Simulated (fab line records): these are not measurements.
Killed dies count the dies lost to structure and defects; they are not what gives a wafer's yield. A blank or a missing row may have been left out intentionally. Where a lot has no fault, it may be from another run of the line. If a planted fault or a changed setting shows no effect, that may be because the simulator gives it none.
A lot that was struck, set against a sound lot + flow n5-finfet + 15 out of 1938 route steps
Sound: the wafers L372.2, L372.4, L372.6. Struck: wafers L383.1, L383.3 (left out: L383.4, a lot-mate that was not struck); the cause follows at the end.
Each step with rows lists, per side, the tool, then ch with its chambers, then its first start. Under that, the readings that differ: sound wafers + struck wafers + difference of the means + sigmas: that difference in standard deviations of wafers without a fault.
alike: words and numbers the same on both sides, and readings whose means are apart by under 2 such deviations; not compared: readings that were withheld, readings missing a value for some wafer, numbers with overlapping values and no deviation given by the record, and bounds like >300 which may hide the same value.
A row with sigmas, a row that says differs or no value, or rows on one side alone: a step with any of these is where the two part. Numbers that don't overlap but have no deviation are shown without sigmas and don't part them. A reading missing from all wafers of one side parts the sides only when that side holds two or more wafers.

N5_HKMG_FIN_STRIP_34: strips in CF4.
  sound on rie-diel-02 ch 1,3, day 4 06:49; struck on rie-diel-06 ch 2,3, day 6 21:52
  alike: drypump-motor-current-A, oes-product-au, rf-vpp-V, showerhead-plenum-p-Torr, throttle-valve-pct
  not compared: rf-hours-counter-h
then, 1 step without rows for these wafers: N5_HKMG_FIN_ETCH_35 (etches SOC in N2/H2, target depth 215.8 nm, time 243.4 s).
N5_HKMG_FIN_STRIP_92: strips SOC in N2/H2, time 20 s.
  sound on rie-diel-02 ch 1,3, day 4 06:59; struck on rie-diel-06 ch 2,3, day 6 22:02
  alike: drypump-motor-current-A, oes-product-au, rf-vpp-V, showerhead-plenum-p-Torr, throttle-valve-pct
  not compared: rf-hours-counter-h
then, 1 step without rows for these wafers: N5_HKMG_FIN_WET_ETCH_18 (etches TiN in SC1, time 55 s, target depth 5.2 nm, rinse time 30 s).
N5_HKMG_FIN_STRIP_19: strips in N2/H2, time 360 s.
  sound on plasma-asher-01 ch 0,1, day 4 07:08; struck on plasma-asher-01 ch 0, day 6 22:11
  alike: drypump-motor-current-A, heater-power-w
  not compared: rf-hours-counter-h
N5_HKMG_FIN_ALD_91: deposits TiN, target thk 1 nm, pulse time 1 s, purge time 3 s.
  sound on ald-metal-04 ch 0,1,2, day 4 07:31; struck on ald-metal-01 ch 1,3, day 6 22:34
  alike: heater-power-w, precursor-pulse-height-rel
  not compared: ald-cycles
then, 2 steps without rows for these wafers: N5_HKMG_FIN_COAT_85 (time 60 s, resist thk 300 nm); N5_HKMG_FIN_ETCH_86 (etches SOC in N2/H2, stops on TiN, target depth 393.2 nm).
N5_HKMG_FIN_STRIP_89: strips SOC in N2/H2, time 20 s.
  sound on rie-diel-06 ch 1,2,3, day 4 07:55; struck on rie-diel-06 ch 0,2, day 6 23:01
  alike: drypump-motor-current-A, oes-product-au, rf-vpp-V, showerhead-plenum-p-Torr, throttle-valve-pct
  not compared: rf-hours-counter-h
then, 3 steps without rows for these wafers: N5_HKMG_FIN_WET_ETCH_87 (etches TiN in SC1, time 154.2 s, target depth 4.7 nm, rinse time 30 s); N5_HKMG_FIN_STRIP_88 (strips in N2/H2, time 360 s); N5_HKMG_FIN_NWFM_ALD_20 (deposits TiAlC, target thk 2 nm, pulse time 3 s, purge time 2 s).
N5_HKMG_FIN_ALD_71: deposits TiN, target thk 1 nm, pulse time 1 s, purge time 3 s.
  sound on ald-metal-03 ch 0,1,3, day 4 08:35; struck on ald-metal-03 ch 2,3, day 6 23:41
| reading                                  | sound    | struck  | difference | sigmas |
|------------------------------------------|----------|---------|------------|--------|
| ald-cycles                               | 47 47 47 | 19 19   | -28        |        |
| model.TiN_of_HKMG_FIN_ALD_71.thk-nm (nm) | 1 1 1    | 0.4 0.4 | -0.6       |        |
  alike: heater-power-w, precursor-pulse-height-rel
then, 1 step without rows for these wafers: N5_HKMG_FIN_COAT_66 (time 60 s, resist thk 300 nm).
-- record jumps: 9 days separate the struck wafers' starts on either side; left off in module HKMG_FIN, taken up again in module PASSIVATION, whose first shown step is the route's number 1936 --
N5_PASSIVATION_PROBE_49:
  the record has rows for the struck wafers here (prober-02, day 16 05:01) and none for the sound ones

== WHERE THEY PART ==
At N5_PASSIVATION_PROBE_49 and nowhere else, as far as this record goes.

WHY: what had been put in by the simulator
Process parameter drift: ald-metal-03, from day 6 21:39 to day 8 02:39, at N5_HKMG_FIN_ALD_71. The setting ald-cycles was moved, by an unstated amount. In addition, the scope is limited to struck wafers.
